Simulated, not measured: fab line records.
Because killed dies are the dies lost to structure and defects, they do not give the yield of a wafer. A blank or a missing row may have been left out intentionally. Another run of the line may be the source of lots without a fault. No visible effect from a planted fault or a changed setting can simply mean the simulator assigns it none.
The same fault as seen by 2 desks / flow n5_finfet / what lay behind the numbers comes last; until then each desk has only its own

DESK OF THE TOOL OWNER: rie_diel-04
The tool's own readings at N5_BEOL_M5_VIA_ETCH_34 (etches SiCOH lowk in C4F6/O2, target depth 88.3 nm, time 39.2 s): means of the sampled wafers that have a number, for each lot that ran on this tool. The brackets show how far a lot's mean lies from the usual mean; more than 4 standard deviations puts the lot out of limits, marked OUT.
Columns: A = drypump_motor_current_A at N5_BEOL_M5_VIA_ETCH_34, usual 5.6 A; B = oes_f_703_au at N5_BEOL_M5_VIA_ETCH_34, usual 0.82 a.u.; C = oes_product_au at N5_BEOL_M5_VIA_ETCH_34, usual 0.81 a.u.; D = rf_vpp_V at N5_BEOL_M5_VIA_ETCH_34, usual 663 V; E = showerhead_plenum_p_Torr at N5_BEOL_M5_VIA_ETCH_34, usual 2.80 Torr; F = throttle_valve_pct at N5_BEOL_M5_VIA_ETCH_34, usual 20.69 %
lot=L736; first seen here=day 7 23:55; A=6.0; B=0.83; C=0.85; D=665; E=2.82; F=20.54
lot=L737; first seen here=day 8 16:38; A=5.9; B=0.78; C=0.77; D=662; E=2.77; F=20.71
lot=L741; first seen here=day 9 16:58; A=5.9; B=0.77; C=0.77; D=662; E=2.77; F=20.73
lot=L745; first seen here=day 10 15:06; A=5.5; B=0.76; C=0.74; D=658; E=2.78; F=20.72
This desk's verdict: no lot among the 4 shows anything out of limits.

METROLOGY DESK
Means of the sampled wafers that have a number, per lot and without regard to the tool the lot ran on: this is what the gauges read. The brackets show how far a lot's mean lies from the usual mean; more than 4 standard deviations puts the lot out of limits, marked OUT.
Columns: A = PAD_OVL at N5_PASSIVATION_OVL_MEAS_63, usual 2 nm
lot=L736; first seen here=day 11 10:58; A=-6
lot=L737; first seen here=day 12 05:35; A=4
lot=L738; first seen here=day 12 06:01; A=-1
lot=L739; first seen here=day 12 22:06; A=5
lot=L741; first seen here=day 13 04:25; A=6
lot=L745; first seen here=day 14 09:20; A=10
lot=L749; first seen here=day 16 01:28; A=9
lot=L754; first seen here=day 17 00:57; A=-1
lot=L756; first seen here=day 17 05:52; A=1
lot=L758; first seen here=day 18 12:22; A=4
This desk's verdict: no lot among the 10 shows anything out of limits.

ALL TOGETHER
The desk of the tool owner found nothing out of limits.
The metrology desk saw nothing out of limits.

WHAT THE SIMULATOR HAD PUT IN
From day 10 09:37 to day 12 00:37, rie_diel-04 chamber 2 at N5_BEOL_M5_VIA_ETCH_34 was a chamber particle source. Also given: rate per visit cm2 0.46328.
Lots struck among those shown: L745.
